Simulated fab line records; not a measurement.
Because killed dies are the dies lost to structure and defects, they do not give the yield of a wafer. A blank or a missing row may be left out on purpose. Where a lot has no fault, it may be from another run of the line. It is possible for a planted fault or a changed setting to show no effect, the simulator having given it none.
fab line records    flow nand-harc
record: lots: 15  wafers: 45  last-day: 33
route steps=1302 shown P_BONDPAD@377 A_START@389 A_ZERO_WELL@401 A_ONON_D1@424 END@1302
lots that met no fault: taken from a fault-free run of the same line
start-h: hours from the record's first day to the start of the lot's first wafer shown    wait-h: hours elapsed since this lot's preceding step    " same as the row above    L1.1+2: one row covering several wafers at once    - no value, or no start was given    * or withheld: withheld    < > ~ a bound
route shown NAME@n: names a module that has steps shown in the file, with the first one's number in the route    usual: the fault-free wafers' mean and standard deviation    same: alike in all rows    chamber/n: place in a boat    sites: per-site readings    _std_site: their standard deviation    _edge_site: mean of outer sites minus mean of inner sites    radius-mm: how far each site lies from the wafer's centre    mask NAME#n: copy n    behind: the tool/chamber that last shaped the wafer    hold: cause of the lot's hold/its duration in hours/its outcome    device: whichever transistor did not switch (one of n, p or np)    end of line: tests of these same wafers at the route's end    a step without rows: its recipe alone    killed: dies that structure and defects cost at the first sort, which is not the same as the wafer's yield    map: shows each die of a wafer: x if killed, . if not, _ if none is there
set.NAME: the setting the step ran with; set.NAME@STEP: the setting that earlier step ran with    model.NAME: the simulator's own value behind a step, which no gauge read
the route's steps for a sample of lots (tables are steps, rows are wafers)
services: a tool's chamber out of use, with start hour (start-h, from the record's first day; less than 0 if before it), hours out, and reason
== steps ==
step: NHARC_P_BONDPAD_PVD_27
recipe: target-thk-a: 300  chamber-pressure-pa: 5  power-w: 5000  substrate-temp-c: 30  time-s: 20.49  material: Cu
usual: throttle-valve-pct: 30.2/0.98
lot.wafer  tool            chamber  start-h  wait-h  throttle-valve-pct
L764.3     pvd-sputter-02  -        -        -       29.2
L764.2     "               -        "        "       31.8
L764.6     "               -        "        "       28.7
L765.4     pvd-sputter-02  -        -        -       28.7
L765.3     "               -        "        "       30.7
L765.6     "               -        "        "       28.7
L767.4     pvd-sputter-02  -        -        -       29.2
L767.1     "               -        "        "       30.6
L767.5     "               -        "        "       29.2
L771.4     pvd-sputter-02  -        -        -       28.8
L771.1     "               -        "        "       30.6
L771.6     "               -        "        "       29.2
L772.3     pvd-sputter-03  -        -        -       30.3
L772.1     "               -        "        "       30.4
L772.6     "               -        "        "       30.5
L773.2     pvd-sputter-02  -        -        -       28.8
L773.3     "               -        "        "       30.5
L773.4     "               -        "        "       29.1
L774.1     pvd-sputter-01  -        -        -       29.9
L774.2     "               -        "        "       30.6
L774.6     "               -        "        "       31.4
L775.3     pvd-sputter-01  -        -        -       30.0
L775.4     "               -        "        "       28.6
L775.5     "               -        "        "       30.9
L777.1     pvd-sputter-03  -        -        -       31.6
L777.6     "               -        "        "       30.4
L777.5     "               -        "        "       31.8
L780.4     pvd-sputter-01  -        -        -       28.6
L780.1     "               -        "        "       31.3
L780.5     "               -        "        "       30.1
L781.1     pvd-sputter-02  -        -        -       30.2
L781.3     "               -        "        "       31.3
L781.4     "               -        "        "       28.7
L783.4     pvd-sputter-02  -        -        -       30.2
L783.2     "               -        "        "       29.7
L783.6     "               -        "        "       31.0
L785.2     pvd-sputter-02  -        -        -       29.9
L785.6     "               -        "        "       30.1
L785.5     "               -        "        "       31.3
L786.1     pvd-sputter-01  -        -        -       31.6
L786.3     "               -        "        "       30.0
L786.6     "               -        "        "       28.7
L787.1     pvd-sputter-01  -        -        -       28.6
L787.3     "               -        "        "       31.3
L787.2     "               -        "        "       30.0
step: NHARC_A_START_INSPECT_01
usual: raw-defect-count: 3.6/2
lot.wafer  tool               chamber  start-h  wait-h  raw-defect-count
L764.2     defect-inspect-01  -        134.37   -       4
L764.3     "                  -        "        "       1
L764.6     "                  -        "        "       4
L765.3     defect-inspect-02  -        143.03   -       6
L765.4     "                  -        "        "       2
L765.6     "                  -        "        "       3
L767.1     defect-inspect-02  -        165.55   -       0
L767.4     "                  -        "        "       6
L767.5     "                  -        "        "       5
L771.1     defect-inspect-01  -        217.23   -       3
L771.4     "                  -        "        "       3
L771.6     "                  -        "        "       5
L772.1     defect-inspect-02  -        217.58   -       3
L772.3     "                  -        "        "       4
L772.6     "                  -        "        "       1
L773.2     defect-inspect-01  -        236.19   -       5
L773.3     "                  -        "        "       3
L773.4     "                  -        "        "       3
L774.1     defect-inspect-01  -        243.55   -       1
L774.2     "                  -        "        "       4
L774.6     "                  -        "        "       2
L775.3     defect-inspect-01  -        250.91   -       7
L775.4     "                  -        "        "       4
L775.5     "                  -        "        "       6
L777.1     defect-inspect-01  -        262.85   -       6
L777.5     "                  -        "        "       2
L777.6     "                  -        "        "       1
L780.1     defect-inspect-02  -        305.34   -       5
L780.4     "                  -        "        "       8
L780.5     "                  -        "        "       3
L781.1     defect-inspect-02  -        307.56   -       2
L781.3     "                  -        "        "       1
L781.4     "                  -        "        "       4
L783.2     defect-inspect-01  -        324.33   -       3
L783.4     "                  -        "        "       5
L783.6     "                  -        "        "       5
L785.2     defect-inspect-01  -        357.59   -       1
L785.5     "                  -        "        "       5
L785.6     "                  -        "        "       1
L786.1     defect-inspect-02  -        368.98   -       3
L786.3     "                  -        "        "       0
L786.6     "                  -        "        "       1
L787.1     defect-inspect-02  -        372.04   -       3
L787.2     "                  -        "        "       4
L787.3     "                  -        "        "       3
step: NHARC_A_ZERO_WELL_CD_MEAS_10
recipe: target-cd-nm: 2000  landing-energy-ev: 500
usual: cd-nm: 1999.3/2.2
lot.wafer  tool       chamber  start-h  wait-h  cd-nm
L764.2     cd-sem-03  0        135.21   -       2001.0
L764.3     "          0        "        "       1999.3
L764.6     "          0        "        "       1999.2
L765.3     cd-sem-02  0        143.87   -       1999.8
L765.4     "          0        "        "       2001.7
L765.6     "          0        "        "       1999.1
L767.1     cd-sem-02  0        166.41   -       2000.3
L767.4     "          0        "        "       2002.3
L767.5     "          0        "        "       2001.2
L771.1     cd-sem-03  0        218.08   -       1997.4
L771.4     "          0        "        "       1999.9
L771.6     "          0        "        "       1997.1
L772.1     cd-sem-01  0        218.42   -       2002.3
L772.3     "          0        "        "       1999.4
L772.6     "          0        "        "       1998.3
L773.2     cd-sem-01  0        236.90   -       1999.9
L773.3     "          0        "        "       1995.5
L773.4     "          0        "        "       1995.9
L774.1     cd-sem-03  0        244.40   -       1998.1
L774.2     "          0        "        "       1997.4
L774.6     "          0        "        "       1999.5
L775.3     cd-sem-01  0        251.63   -       1997.8
L775.4     "          0        "        "       1997.8
L775.5     "          0        "        "       1998.9
L777.1     cd-sem-02  0        263.56   -       1997.7
L777.5     "          0        "        "       1996.8
L777.6     "          0        "        "       1996.8
L780.1     cd-sem-01  0        306.18   -       1996.3
L780.4     "          0        "        "       1995.7
L780.5     "          0        "        "       1997.0
L781.1     cd-sem-02  0        308.42   -       1997.5
L781.3     "          0        "        "       1999.4
L781.4     "          0        "        "       1999.7
L783.2     cd-sem-01  0        325.17   -       1996.7
L783.4     "          0        "        "       1998.3
L783.6     "          0        "        "       1998.3
L785.2     cd-sem-02  0        358.43   -       1999.7
L785.5     "          0        "        "       1999.8
L785.6     "          0        "        "       2001.6
L786.1     cd-sem-03  0        369.70   -       2003.3
L786.3     "          0        "        "       2001.9
L786.6     "          0        "        "       2005.1
L787.1     cd-sem-01  0        372.76   -       1999.3
L787.2     "          0        "        "       2000.3
L787.3     "          0        "        "       2003.9
step: NHARC_A_ONON_D1_DEP_00
recipe: target-thk-a: 10000  n2-flow-sccm: 2750  n2o-flow-sccm: 2000  nh3-flow-sccm: 500  sih4-flow-sccm: 210  temp-c: 400
usual: n2-flow-sccm: 2750/7.9  n2o-flow-sccm: 2000/6
lot.wafer  tool           chamber  start-h  wait-h  n2-flow-sccm  n2o-flow-sccm
L764.2     pecvd-onon-02  0        155.95   0.1     2749          1996
L764.3     "              0        "        "       2756          2005
L764.6     "              0        "        "       2756          1999
L765.3     pecvd-onon-02  0        165.99   0.2     2741          2007
L765.4     "              0        "        "       2752          2003
L765.6     "              0        "        "       2746          1998
L767.1     pecvd-onon-01  0        187.45   0.1     2748          1987
L767.4     "              0        "        "       2741          1996
L767.5     "              0        "        "       2736          2000
L771.1     pecvd-onon-02  0        240.95   0.1     2772          1998
L771.4     "              0        "        "       2764          1996
L771.6     "              0        "        "       2760          1980
L772.1     pecvd-onon-01  0        240.95   0.1     2745          2005
L772.3     "              0        "        "       2755          2003
L772.6     "              0        "        "       2754          1990
L773.2     pecvd-onon-02  0        261.27   0.1     2751          1999
L773.3     "              0        "        "       2758          1999
L773.4     "              0        "        "       2754          1997
L774.1     pecvd-onon-02  0        266.25   0.1     2732          1999
L774.2     "              0        "        "       2753          2005
L774.6     "              0        "        "       2759          2003
L775.3     pecvd-onon-02  0        273.18   0.2     2740          1995
L775.4     "              0        "        "       2749          1997
L775.5     "              0        "        "       2755          1992
L777.1     pecvd-onon-01  0        285.25   0.1     2752          1996
L777.5     "              0        "        "       2738          2007
L777.6     "              0        "        "       2771          2001
L781.1     pecvd-onon-01  -        329.01   0.1     -             -
L781.3     "              -        "        "       -             -
L781.4     "              -        "        "       -             -
L780.1     pecvd-onon-03  -        329.01   0.1     -             -
L780.4     "              -        "        "       -             -
L780.5     "              -        "        "       -             -
L783.2     pecvd-onon-02  -        346.60   0.1     -             -
L783.4     "              -        "        "       -             -
L783.6     "              -        "        "       -             -
L785.2     pecvd-onon-02  0        380.45   0.1     2754          1984
L785.5     "              0        "        "       2757          1993
L785.6     "              0        "        "       2750          2003
L786.1     pecvd-onon-02  0        391.14   0.1     2743          1997
L786.3     "              0        "        "       2748          1994
L786.6     "              0        "        "       2747          2005
L787.1     pecvd-onon-02  0        395.81   0.1     2746          1996
L787.2     "              0        "        "       2749          2006
L787.3     "              0        "        "       2753          2004
step: NHARC_END_SORT_01
recipe: temp-c: 25
usual: defect-limited-yield: 92.4/2.2  killed-at-array: 46/15  killed-at-other: 1.0/1.3  killed-at-periphery: 4/3  killed-dies: 51/15  killed-open: 3.2/1.8  killed-short: 2.5/1.5  sort_bin_2_pct: 2.7/1.1  sort_bin_3_pct: 0.6/0.34  sort_bin_4_pct: 4.3/1.3  sort-n-pass: 626/15  sort-rim-yield-pct: 89/4.4  sort-yield-pct: 92.4/2.2
same: gross-dies: 677  sort_bin_5_pct[%]: 0  sort_bin_6_pct[%]: 0  sort_bin_7_pct[%]: 0  sort_bin_8_pct[%]: 0  sort-rim-n-gross: 106.00
lot.wafer  tool       chamber  start-h  wait-h  defect-limited-yield[%]  killed-at-array  killed-at-other  killed-at-periphery  killed-dies  killed-open  killed-short  sort_bin_2_pct[%]  sort_bin_3_pct[%]  sort_bin_4_pct[%]  sort-n-pass  sort-rim-yield-pct[%]  sort-yield-pct[%]
L765.3     prober-02  0        613.88   3.1     90.7                     60               0                3                    63           5            1             3.7                0.4                5.2                614          88                     90.7
L765.4     prober-02  0        614.68   3.4     89.4                     68               3                1                    72           1            1             3.4                0.7                6.5                605          92                     89.4
L765.6     prober-02  0        616.28   4.0     94.1                     39               1                0                    40           4            2             1.8                0.9                3.2                637          89                     94.1
L786.1     prober-01  0        793.72   2.5     90.8                     57               1                4                    62           4            2             3.2                0.9                5.0                615          87                     90.8
L786.3     prober-01  0        795.31   3.1     89.8                     67               0                2                    69           7            0             4.4                0.3                5.5                608          84                     89.8
L786.6     prober-01  0        797.69   4.0     91.6                     55               1                1                    57           1            1             2.8                1.8                3.8                620          84                     91.6
killed by level:class
L765.3 A_CHANNEL_HOLE_D2:chamber-film-flake=29 A_CHANNEL_HOLE_D1:chamber-film-flake=18 A_CONTACT:chamber-film-flake=4 A_ONON_D1:geometric-particle:open=2 A_STAIRCASE:chamber-film-flake=2 A_WL_FILL:chamber-film-flake=2 P_GATE:geometric-particle:open=1 A_DECK1_JOINT:geometric-particle:open=1
L765.4 A_CHANNEL_HOLE_D1:chamber-film-flake=38 A_CHANNEL_HOLE_D2:chamber-film-flake=21 A_CONTACT:chamber-film-flake=4 THIN_TSV:chamber-film-flake=3 A_WL_FILL:geometric-particle:short=1 A_CONTACT:geometric-particle:open=1 P_M2:chamber-film-flake=1 A_DECK1_JOINT:chamber-film-flake=1
L765.6 A_CHANNEL_HOLE_D1:chamber-film-flake=16 A_CHANNEL_HOLE_D2:chamber-film-flake=11 A_CONTACT:chamber-film-flake=3 A_WL_FILL:chamber-film-flake=2 A_SOURCE_PLATE:geometric-particle:short=1 A_CHANNEL_FILL_D1:geometric-particle:open=1 A_DECK1_JOINT:geometric-particle:short=1 A_CHANNEL_FILL_D2:geometric-particle:open=1
L786.1 A_SLIT:chamber-film-flake=16 A_CHANNEL_HOLE_D1:chamber-film-flake=14 A_CHANNEL_HOLE_D2:chamber-film-flake=10 A_CONTACT:chamber-film-flake=6 P_ZERO_WELL:chamber-film-flake=2 A_ZERO_WELL:chamber-film-flake=2 A_CHANNEL_FILL_D2:chamber-film-flake=2 A_BONDPAD:chamber-film-flake=2
L786.3 A_CHANNEL_HOLE_D2:chamber-film-flake=15 A_CHANNEL_HOLE_D1:chamber-film-flake=14 A_SLIT:chamber-film-flake=13 A_CONTACT:chamber-film-flake=11 A_BONDPAD:chamber-film-flake=3 A_ONON_D1:geometric-particle:open=2 A_DECK1_JOINT:geometric-particle:open=2 A_M0:chamber-film-flake=2
L786.6 A_CHANNEL_HOLE_D2:chamber-film-flake=15 A_CHANNEL_HOLE_D1:chamber-film-flake=14 A_SLIT:chamber-film-flake=12 A_CHANNEL_FILL_D2:chamber-film-flake=5 A_CONTACT:chamber-film-flake=4 A_BONDPAD:chamber-film-flake=2 P_CONTACT:geometric-particle:open=1 A_DECK1_JOINT:geometric-particle:short=1
== services ==
tool            chamber  start-h  hours  kind
pvd-sputter-02  -        108.88   10.0   pm
pecvd-onon-02   -        141.02   4.2    repair
pvd-sputter-03  -        170.00   10.0   pm
pvd-sputter-01  -        172.94   7.0    repair
pecvd-onon-02   -        185.00   13.0   pm
pvd-sputter-02  -        199.94   1.1    repair
pvd-sputter-01  -        226.00   10.0   pm
pecvd-onon-03   -        227.07   13.0   pm
pvd-sputter-01  -        244.10   3.9    repair
pecvd-onon-01   -        269.00   13.0   pm
pvd-sputter-02  -        286.88   10.0   pm
pvd-sputter-01  -        290.79   1.9    repair
pvd-sputter-01  -        321.17   6.8    repair
pvd-sputter-03  -        348.00   10.0   pm
pecvd-onon-02   -        366.00   13.0   pm
== key ==
first-sign: step: NHARC_A_ONON_D1_DEP_00  reading: tool-record  direction: missing
effect none on later readings
met-at NHARC_A_ONON_D1_DEP_00
struck-lots L780,L781,L783
scrapped-behind NHARC_A_ONON_D1_THK_MEAS_02 L780.1,L780.4,L780.5,L781.1,L781.3,L781.4,L783.2,L783.4,L783.6
not-acting-at NHARC_P_BONDPAD_PVD_27,NHARC_A_START_INSPECT_01,NHARC_A_ZERO_WELL_CD_MEAS_10
onset-between 285.25 329.01
fault: kind: skipped-step-whole  tool: pecvd-onon-01,pecvd-onon-02,pecvd-onon-03  chamber: -  onset-h: 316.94  steps: NHARC_A_ONON_D1_DEP_00  scope: struck-lots-only
